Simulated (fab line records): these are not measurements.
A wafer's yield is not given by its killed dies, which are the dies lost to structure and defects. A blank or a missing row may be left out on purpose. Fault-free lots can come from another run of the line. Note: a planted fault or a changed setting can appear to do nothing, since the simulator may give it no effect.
Code-filled problem report in 8D (eight disciplines) form + flow nandHarc + the parts of the form that need people (team, actions taken, sign-off) are left out

## 1. WHAT IS WRONG
At NHARC_P_ZERO_WELL_CD_MEAS_37, cdNm averages 734.8 nm over 3 wafers from 3 lots, while fault-free wafers read 720.0 nm, standard deviation 1.8. Measured from the usual mean, that is +8.2 standard deviations.
The step: target cd 720 nm.
Earliest sighting: wafer L596.2 on cdSem-02 at day 5 10:02. Wafers with a number at this step in the record: 36, from 13 lots. Rule for "out" (also "out of limits"): further than 4 standard deviations from the usual mean. The rest of the wafers with a number are treated as sound.

## 2. WHAT IT IS, AND WHAT IT ISN'T
| question                    | is                     | is not                                                                          |
|-----------------------------|------------------------|---------------------------------------------------------------------------------|
| which readings at this step | cdNm                   | -                                                                               |
| which lots                  | L596, L597, L599       | L581, L584, L585, L587, L588, L589, L590, L592, L594, L603                      |
| which wafers of those lots  | L596.2, L597.2, L599.4 | L596.5, L597.6, L599.6                                                          |
| read on which gauges        | cdSem-01, cdSem-02     | cdSem-03                                                                        |
| when                        | from day 5 10:02       | up to then (28 sound wafers); but 5 sound wafers of L597, L599, L603 came after |

## 3. THE SUSPECTS, EACH WITH WHAT RULES IT OUT
Counting: a tool at a process step up to the reading stays a suspect if it ran every lot that is out. Sound lots after the first of them don't rule it out here, since some wafers of a struck lot are sound.
- the gauge at NHARC_P_ZERO_WELL_CD_MEAS_37: ruled out. The wafers that are out were read on 2 gauges (cdSem-01, cdSem-02).
- krfScanner-02 at NHARC_P_ZERO_WELL_EXPOSE_34 (exposes mask P PWELL, target cd 720 nm): kept. Every lot that is out went through it, the first being L596 (day 5 09:53); the last sound lot it ran before that was L592 (day 4 09:41).
Remaining after the count: krfScanner-02 at NHARC_P_ZERO_WELL_EXPOSE_34.

## 4. THE CAUSE (what the simulator had put in)
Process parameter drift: krfScanner-02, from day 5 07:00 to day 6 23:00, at NHARC_P_ZERO_WELL_EXPOSE_34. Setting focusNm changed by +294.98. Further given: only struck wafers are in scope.
After counting, this tool was the only one left.

## 5. THE CHAIN OF EFFECTS, in route order
Rows list readings where the struck wafers' mean (over those with a number) sits beyond 3 standard deviations from the usual. Only readings for which the record gives a usual standard deviation are gone through. hours: the time from each lot's start at the first step in this table that gives one to its start at this step, as a median over the lots. sigmas: the change in usual standard deviations.
| hours | step                         | reading | usual    | on struck wafers | change | sigmas |
|-------|------------------------------|---------|----------|------------------|--------|--------|
| 0     | NHARC_P_ZERO_WELL_CD_MEAS_37 | cdNm    | 720.0 nm | 734.8            | +14.8  | +8.2   |

## 6. HOW IT WOULD HAVE BEEN CAUGHT EARLIER
Counted from the fault's start at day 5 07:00, it took 3 hours until the first out-of-limits reading at a measuring or inspecting step in this record, taken at day 5 10:02.
L597, L599, from the lots that are out (3), started NHARC_P_ZERO_WELL_EXPOSE_34 on krfScanner-02 later than day 5 10:02. A hold on the tool at that time would have spared those 2.
